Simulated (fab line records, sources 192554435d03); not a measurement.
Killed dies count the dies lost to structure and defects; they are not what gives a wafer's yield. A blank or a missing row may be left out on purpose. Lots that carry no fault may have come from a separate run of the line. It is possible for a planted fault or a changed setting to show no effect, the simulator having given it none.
fab line records ; flow n5-finfet
record: lots: 11; wafers: 31; last-day: 19
route steps=1938 shown HKMG_FIN@419
lots with no fault: from the same line, run without faults
start-h: the number of hours between the record's first day and the start of the first shown wafer of the lot ; wait-h: time in hours since the lot's previous step ; " identical to the entry in the row above ; L1.1+2: a single row standing in for several wafers ; - no value, or no start was given ; * or withheld: withheld ; < > ~ a bound
route shown NAME@n: NAME is a module with steps in the file, n the number in the route of the first one ; usual: mean/standard deviation taken from wafers without a fault ; same: alike in all rows ; chamber/n: place in a boat ; sites: the reading at each site ; _std_site: the standard deviation of these ; _edge_site: inner sites' mean taken away from outer sites' mean ; radius-mm: for every site, how far away it sits from the centre of the wafer ; mask NAME#n: copy n ; behind: tool/chamber where the wafer was last shaped ; hold: why the lot was held/for how many hours/how that ended ; device: the n, p or np transistor that did not switch ; end of line: the same wafers' tests at the end of the route ; where a step has no rows: the recipe by itself ; killed: dies lost to structure and defects at the first sort, not the wafer's yield ; map: a wafer's dies, x killed, . not, _ none there
set.NAME: the setting as run; set.NAME@STEP: as run at that earlier step ; model.NAME: the simulator's own value behind a step, which no gauge read
route steps across a sampled set of lots; one table per step, one row per wafer
services: when a tool's chamber went out of use (start-h, in hours from the record's first day, below 0 if earlier), for how many hours, and the reason
== steps ==
step: N5_HKMG_FIN_ALD_36
recipe: material: TiN; target-thk-a: 10; temp-c: 400; ald-precursor-family: TiCl4; ald-co-reactant: NH3; pulse-time-s: 1; purge-time-s: 3; co-reactant-purge-time-s: 2; co-reactant-pulse-time-s: 2; ald-cycles: 47; pressure-torr: 3
usual: heater-power-w: 873/68; precursor-pulse-height-rel: 0.998/0.019
lot.wafer;tool;chamber;start-h;wait-h;heater-power-w;precursor-pulse-height-rel;since-wet-clean-h
L656.1;ald-metal-01;0;98.43;0.0;822;0.977;4377
L656.2;ald-metal-01;2;98.43;0.0;921;0.982;4377
L656.6;ald-metal-01;3;98.43;0.0;812;0.996;-
L658.1;ald-metal-01;3;111.00;0.0;889;1.012;4389
L658.2;ald-metal-01;1;111.00;0.0;935;0.998;4389
L658.6;ald-metal-01;2;111.00;0.0;914;1.010;-
L659.2;ald-metal-03;0;119.61;0.0;813;0.999;5936
L659.3;ald-metal-03;3;119.61;0.0;687;0.967;5936
L659.5;ald-metal-03;2;119.61;0.0;823;1.019;-
L661.1;ald-metal-01;2;134.06;0.0;973;0.983;4412
L661.2;ald-metal-01;3;134.06;0.0;855;0.974;4412
L662.1;ald-metal-01;2;146.08;0.0;918;1.017;4424
L662.3;ald-metal-01;1;146.08;0.0;926;1.038;4424
L662.6;ald-metal-01;0;146.08;0.0;856;1.020;-
L668.1;ald-metal-01;2;172.63;0.0;913;0.992;4451
L668.4;ald-metal-01;3;172.63;0.0;865;0.991;4451
L668.6;ald-metal-01;0;172.63;0.0;841;1.020;-
L670.1;ald-metal-01;0;180.23;0.0;822;0.996;4459
L670.4;ald-metal-01;2;180.23;0.0;938;0.993;4459
L670.5;ald-metal-01;2;180.23;0.0;946;1.015;-
L669.1;ald-metal-01;3;184.06;0.0;843;0.999;4462
L669.3;ald-metal-01;1;184.06;0.0;924;0.995;4462
L669.4;ald-metal-01;0;184.06;0.0;804;0.996;4462
L673.1;ald-metal-03;0;199.90;0.0;820;0.964;6017
L673.3;ald-metal-03;2;199.90;0.0;790;1.002;6017
L673.4;ald-metal-03;1;199.90;0.0;885;0.988;6017
L674.4;ald-metal-01;3;209.73;0.0;832;1.017;4488
L674.5;ald-metal-01;2;209.73;0.0;929;1.004;-
L675.1;ald-metal-01;0;215.23;0.0;838;1.000;4494
L675.2;ald-metal-01;2;215.23;0.0;916;0.991;4494
L675.5;ald-metal-01;1;215.23;0.0;910;0.992;-
step: N5_HKMG_FIN_DESCUM_17
recipe: chemistry: O2; time-s: 7.9; source-power-w: 50; bias-power-w: 20; pressure-mtorr: 20; rf-frequency-hz: 2.712e+07; temp-c: 40; resist: CAR-ArF; o2-flow-sccm: 225
usual: drypump-motor-current-A: 5.9/0.42; oes-product-au: 0.79/0.075; rf-vpp-V: 243.3/1.1; showerhead-plenum-p-Torr: 2.10/0.062; throttle-valve-pct: 20.4/0.33
lot.wafer;tool;chamber;start-h;wait-h;drypump-motor-current-A;oes-product-au;rf-hours-counter-h;rf-vpp-V;showerhead-plenum-p-Torr;throttle-valve-pct
L656.1;rie-diel-06;1;99.55;0.0;6.5;0.72;211;244.4;2.13;20.5
L656.2;rie-diel-06;2;99.55;0.0;5.4;0.75;166;243.0;2.09;20.3
L656.6;rie-diel-06;2;99.55;0.0;5.4;0.77;-;242.2;2.09;20.3
L658.1;rie-diel-03;2;112.48;0.3;5.4;0.74;156;243.3;2.06;20.0
L658.2;rie-diel-03;0;112.48;0.3;6.1;0.73;151;242.6;2.13;20.9
L658.6;rie-diel-03;3;112.48;0.3;6.3;0.90;-;241.8;2.02;19.9
L659.2;rie-diel-06;0;120.88;0.0;5.7;0.82;101;244.9;2.21;20.4
L659.3;rie-diel-06;1;120.88;0.0;6.5;0.72;218;245.2;2.13;20.5
L659.5;rie-diel-06;1;120.88;0.0;6.5;0.72;-;244.1;2.13;20.5
L661.1;rie-diel-06;3;135.18;0.0;5.3;0.87;22;243.4;2.14;20.4
L661.2;rie-diel-06;1;135.18;0.0;6.5;0.73;222;244.7;2.12;20.5
L662.1;rie-diel-03;1;147.45;0.3;5.5;0.83;62;242.8;2.13;20.6
L662.3;rie-diel-03;2;147.45;0.3;5.4;0.74;169;243.1;2.05;20.0
L662.6;rie-diel-03;2;147.45;0.3;5.4;0.73;-;242.9;2.05;20.0
L668.1;rie-diel-06;0;173.87;0.0;5.7;0.82;119;243.8;2.20;20.5
L668.4;rie-diel-06;1;173.87;0.0;6.5;0.71;236;244.1;2.12;20.5
L668.6;rie-diel-06;1;173.87;0.0;6.5;0.71;-;242.4;2.12;20.5
L670.1;rie-diel-01;1;181.35;0.0;5.9;0.72;171;241.6;1.98;20.3
L670.4;rie-diel-01;0;181.35;0.0;6.4;0.78;143;244.1;2.18;20.5
L670.5;rie-diel-01;1;181.35;0.0;5.9;0.72;-;241.8;1.98;20.3
L669.1;rie-diel-06;3;185.30;0.0;5.3;0.83;38;243.3;2.14;20.4
L669.3;rie-diel-06;2;185.30;0.0;5.4;0.73;195;242.8;2.08;20.3
L669.4;rie-diel-06;0;185.30;0.0;5.7;0.81;123;243.7;2.20;20.5
L673.1;rie-diel-01;0;201.14;0.0;6.4;0.78;150;244.5;2.18;20.6
L673.3;rie-diel-01;1;201.14;0.0;6.0;0.71;179;241.9;1.98;20.3
L673.4;rie-diel-01;2;201.14;0.0;6.2;0.91;38;242.8;2.14;20.6
L674.4;rie-diel-01;0;210.92;0.1;6.4;0.77;153;245.2;2.18;20.6
L674.5;rie-diel-01;2;210.92;0.1;6.2;0.90;-;243.8;2.14;20.6
L675.1;rie-diel-01;1;216.34;0.0;6.0;0.72;183;242.1;1.98;20.3
L675.2;rie-diel-01;3;216.34;0.0;6.1;0.69;238;241.8;2.08;21.0
L675.5;rie-diel-01;3;216.34;0.0;6.1;0.70;-;243.1;2.08;21.0
step: N5_HKMG_FIN_ETCH_32
recipe: chemistry: N2/H2; target: SOC; target-depth-a: 2400; temp-c: 40; time-s: 300; ion-energy-ev: 200; mask-material: SiARC; pressure-mtorr: 30; source-w: 840; bias-w: 150; n2-flow-sccm: 200; h2-flow-sccm: 200
usual: bias-w: 150.0/0.46; drypump-motor-current-A: 5.9/0.42; oes-product-au: 0.77/0.069; rf-fwd-power-W: 838.1/2.3; rf-vpp-V: 524.2/2; showerhead-plenum-p-Torr: 2.55/0.072; throttle-valve-pct: 17.83/0.23
lot.wafer;tool;chamber;start-h;wait-h;bias-w;drypump-motor-current-A;oes-product-au;rf-fwd-power-W;rf-hours-counter-h;rf-vpp-V;showerhead-plenum-p-Torr;throttle-valve-pct
L656.1;rie-diel-06;1;99.64;0.0;150.0;6.5;0.71;838.8;211;527.8;2.63;18.17
L656.2;rie-diel-06;2;99.64;0.0;150.7;5.4;0.74;838.5;166;523.5;2.55;17.76
L656.6;rie-diel-06;2;99.64;0.0;150.3;5.4;0.75;842.1;-;522.1;2.55;17.75
L658.1;rie-diel-03;2;112.57;0.0;148.9;5.4;0.73;839.0;156;525.0;2.56;17.78
L658.2;rie-diel-03;0;112.57;0.0;149.7;6.1;0.75;838.9;151;523.6;2.51;17.91
L658.6;rie-diel-03;3;112.57;0.0;149.7;6.3;0.86;838.7;-;522.9;2.47;17.38
L659.2;rie-diel-06;0;120.97;0.0;150.5;5.7;0.81;836.4;101;526.7;2.65;17.64
L659.3;rie-diel-06;1;120.97;0.0;150.2;6.5;0.71;840.8;218;525.7;2.62;18.18
L659.5;rie-diel-06;1;120.97;0.0;150.0;6.5;0.71;843.3;-;526.1;2.62;18.17
L661.1;rie-diel-06;3;135.27;0.0;150.1;5.3;0.86;837.8;22;525.4;2.59;17.69
L661.2;rie-diel-06;1;135.27;0.0;150.3;6.5;0.70;834.4;222;527.4;2.62;18.20
L662.1;rie-diel-03;1;147.54;0.0;150.4;5.5;0.82;831.6;62;525.4;2.59;17.95
L662.3;rie-diel-03;2;147.54;0.0;150.0;5.4;0.72;839.3;169;525.0;2.56;17.77
L662.6;rie-diel-03;2;147.54;0.0;149.7;5.4;0.71;836.1;-;523.9;2.56;17.78
L668.1;rie-diel-06;0;173.96;0.0;149.8;5.8;0.52;332.3;119;706.1;2.65;17.62
L668.4;rie-diel-06;1;173.96;0.0;149.5;6.5;0.46;331.7;236;706.2;2.62;18.18
L668.6;rie-diel-06;1;173.96;0.0;149.8;6.5;0.46;333.8;-;707.1;2.62;18.16
L670.1;rie-diel-01;1;181.44;0.0;150.0;6.0;0.70;835.8;171;520.4;2.40;17.60
L670.4;rie-diel-01;0;181.44;0.0;149.9;6.5;0.75;841.1;143;526.8;2.65;17.94
L670.5;rie-diel-01;1;181.44;0.0;149.3;6.0;0.70;839.2;-;521.0;2.40;17.64
L669.1;rie-diel-06;3;185.39;0.0;150.2;5.3;0.56;333.3;38;705.1;2.58;17.68
L669.3;rie-diel-06;2;185.39;0.0;151.1;5.4;0.48;331.5;195;702.2;2.53;17.77
L669.4;rie-diel-06;0;185.39;0.0;149.8;5.7;0.53;337.6;123;705.7;2.64;17.61
L673.1;rie-diel-01;0;201.23;0.0;149.8;6.5;0.74;835.9;150;527.3;2.64;17.95
L673.3;rie-diel-01;1;201.23;0.0;150.4;5.9;0.70;837.0;179;521.2;2.40;17.66
L673.4;rie-diel-01;2;201.23;0.0;149.9;6.2;0.88;837.8;38;526.0;2.59;17.85
L674.4;rie-diel-01;0;211.01;0.0;149.6;6.4;0.74;834.2;153;527.8;2.64;17.97
L674.5;rie-diel-01;2;211.01;0.0;151.0;6.2;0.89;838.3;-;526.5;2.59;17.87
L675.1;rie-diel-01;1;216.43;0.0;149.9;5.9;0.71;837.5;183;519.2;2.40;17.65
L675.2;rie-diel-01;3;216.43;0.0;149.1;6.2;0.72;840.3;238;521.3;2.51;18.24
L675.5;rie-diel-01;3;216.43;0.0;150.1;6.1;0.72;839.8;-;523.3;2.51;18.24
step: N5_HKMG_FIN_STRIP_89
recipe: chemistry: N2/H2; material: SOC; time-s: 20; power-w: 500; temp-c: 40; pressure-mtorr: 50; rf-frequency-hz: 6e+07; bias-power-w: 8; h2-frac: 0.5; n2-flow-sccm: 300; h2-flow-sccm: 300
usual: drypump-motor-current-A: 6.0/0.42; oes-product-au: 0.77/0.066; rf-vpp-V: 54.2/0.83; showerhead-plenum-p-Torr: 3.36/0.09; throttle-valve-pct: 18.92/0.29
lot.wafer;tool;chamber;start-h;wait-h;drypump-motor-current-A;oes-product-au;rf-hours-counter-h;rf-vpp-V;showerhead-plenum-p-Torr;throttle-valve-pct
L656.1;rie-diel-03;0;100.92;0.0;6.1;0.77;144;55.7;3.32;18.98
L656.2;rie-diel-03;2;100.92;0.0;5.4;0.73;149;54.0;3.39;18.95
L656.6;rie-diel-03;2;100.92;0.0;5.4;0.73;-;54.0;3.39;18.93
L658.1;rie-diel-06;2;113.86;0.0;5.4;0.75;172;53.3;3.36;18.85
L658.2;rie-diel-06;3;113.86;0.0;5.3;0.87;17;54.2;3.42;18.81
L658.6;rie-diel-06;0;113.86;0.0;5.7;0.81;-;54.5;3.50;18.50
L659.2;rie-diel-03;2;122.26;0.0;5.4;0.72;160;54.6;3.38;18.97
L659.3;rie-diel-03;0;122.26;0.0;6.1;0.75;155;54.3;3.31;19.01
L659.5;rie-diel-03;3;122.26;0.0;6.3;0.86;-;54.8;3.27;18.55
L661.1;rie-diel-03;0;136.57;0.0;6.1;0.75;160;54.0;3.31;19.01
L661.2;rie-diel-03;3;136.57;0.0;6.3;0.85;64;55.0;3.26;18.57
L662.1;rie-diel-01;3;148.88;0.0;6.1;0.74;215;54.3;3.32;19.34
L662.3;rie-diel-01;0;148.88;0.0;6.5;0.76;131;53.9;3.50;19.20
L662.6;rie-diel-01;3;148.88;0.0;6.2;0.73;-;53.8;3.32;19.35
L668.1;rie-diel-06;0;175.37;0.0;5.7;0.80;120;54.7;3.49;18.51
L668.4;rie-diel-06;1;175.37;0.0;6.5;0.69;237;53.9;3.45;19.51
L668.6;rie-diel-06;2;175.37;0.0;5.4;0.74;-;53.4;3.35;18.89
L670.1;rie-diel-03;2;182.74;0.0;5.4;0.70;182;53.6;3.37;19.00
L670.4;rie-diel-03;3;182.74;0.0;6.3;0.83;79;54.3;3.26;18.57
L670.5;rie-diel-03;3;182.74;0.0;6.3;0.83;-;54.4;3.26;18.59
L669.1;rie-diel-01;0;186.68;0.0;6.5;0.75;145;52.4;3.49;19.23
L669.3;rie-diel-01;1;186.68;0.0;5.9;0.70;173;52.5;3.18;18.67
L669.4;rie-diel-01;3;186.68;0.0;6.1;0.73;228;53.2;3.32;19.38
L673.1;rie-diel-03;2;202.52;0.0;5.4;0.70;189;53.8;3.36;19.00
L673.3;rie-diel-03;0;202.52;0.0;6.1;0.73;181;53.9;3.30;19.05
L673.4;rie-diel-03;1;202.52;0.0;5.5;0.82;81;54.4;3.41;18.91
L674.4;rie-diel-01;2;212.34;0.0;6.3;0.88;42;55.0;3.42;18.86
L674.5;rie-diel-01;1;212.34;0.0;5.9;0.70;-;53.8;3.18;18.69
L675.1;rie-diel-03;1;217.73;0.0;5.5;0.81;87;54.4;3.41;18.92
L675.2;rie-diel-03;0;217.73;0.0;6.1;0.73;186;55.0;3.30;19.05
L675.5;rie-diel-03;3;217.73;0.0;6.3;0.81;-;53.7;3.25;18.61
== services ==
tool;chamber;start-h;hours;kind
ald-metal-01;-;75.63;1.8;repair
rie-diel-03;1;92.41;36.0;repair
ald-metal-03;-;130.52;0.3;repair
ald-metal-03;-;130.98;6.0;pm
ald-metal-01;-;139.30;1.3;repair
ald-metal-01;-;206.61;2.8;pm
ald-metal-03;3;207.26;9.5;repair
== key ==
first-sign: step: N5_HKMG_FIN_ETCH_32; reading: rf-fwd-power-W; direction: down; sigmas: 99+; usual: *; struck: *
effect: step: N5_HKMG_FIN_ETCH_32; reading: rf-vpp-V; direction: up; sigmas: 92; usual: 524.2; struck: 705.4
met-at N5_HKMG_FIN_ETCH_32
struck-lots L668,L669
tester-left-out L668,L669
not-acting-at N5_HKMG_FIN_ALD_36,N5_HKMG_FIN_DESCUM_17,N5_HKMG_FIN_STRIP_89
onset-between 135.27 173.96
fault: kind: process-parameter-drift; tool: rie-diel-06; chamber: -; onset-h: 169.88; steps: N5_HKMG_FIN_ETCH_32; channel: source-w; offset: -504; shape: step; end-h: 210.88; acts-in: these-recipes-only; stated: 840
tester-left-out: of these lots the tester's yield and bins aren't shown, on N5 and GAA mostly nor the transistor test; their killed dies are dies lost to structure and defects alone, not to doping, threshold or leakage, so they don't give the yield
